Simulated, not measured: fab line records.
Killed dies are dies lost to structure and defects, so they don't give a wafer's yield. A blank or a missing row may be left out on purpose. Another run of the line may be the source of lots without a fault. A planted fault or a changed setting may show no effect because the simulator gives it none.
One fault through the eyes of 2 desks || flow nand-harc || each desk has only its own numbers; what lay behind them comes last

AT THE TOOL OWNER'S DESK: acl-dep-02
The tool's own readings at NHARC_A_CONTACT_DEP_84 (deposits aC, target thk 2000 nm): means of the sampled wafers that have a number, for each lot that ran on this tool. A lot is out of limits, marked OUT, if its mean lies more than 4 standard deviations from the usual mean; the brackets give that distance.
Columns: A = throttle-valve-pct at NHARC_A_CONTACT_DEP_84, usual 35.001 %
{"lot": "L103", "first seen here": "day 19 09:12", "A": 35.008}
This desk's finding: nothing out of limits on the one lot.

METROLOGY DESK
Lot by lot, what the gauges showed, no matter which tool ran the lot: averages of those sampled wafers that carry a number. A lot is out of limits, marked OUT, if its mean lies more than 4 standard deviations from the usual mean; the brackets give that distance.
Columns: A = cd-nm at NHARC_THIN_TSV_CD_MEAS_12, usual 999.4 nm
{"lot": "L997", "first seen here": "day 19 08:07", "A": 1001.3}
{"lot": "L995", "first seen here": "day 19 09:40", "A": 998.5}
{"lot": "L996", "first seen here": "day 19 13:05", "A": 998.9}
{"lot": "L998", "first seen here": "day 20 04:55", "A": 1001.3}
{"lot": "L103", "first seen here": "day 21 03:03", "A": 1001.0}
{"lot": "L109", "first seen here": "day 21 14:10", "A": 999.5}
{"lot": "L111", "first seen here": "day 23 05:17", "A": 998.2}
{"lot": "L114", "first seen here": "day 23 11:12", "A": 998.0}
{"lot": "L115", "first seen here": "day 23 12:26", "A": 998.6}
{"lot": "L113", "first seen here": "day 23 13:29", "A": 999.3}
{"lot": "L117", "first seen here": "day 24 07:28", "A": 1000.7}
{"lot": "L118", "first seen here": "day 24 13:27", "A": 1000.2}
Finding of this desk: none of the 12 lots has anything out of limits.

PUT TOGETHER
Nothing out of limits was seen by the tool owner's desk.
Metrology desk: nothing out of limits seen.

WHAT HAD BEEN PUT IN BY THE SIMULATOR
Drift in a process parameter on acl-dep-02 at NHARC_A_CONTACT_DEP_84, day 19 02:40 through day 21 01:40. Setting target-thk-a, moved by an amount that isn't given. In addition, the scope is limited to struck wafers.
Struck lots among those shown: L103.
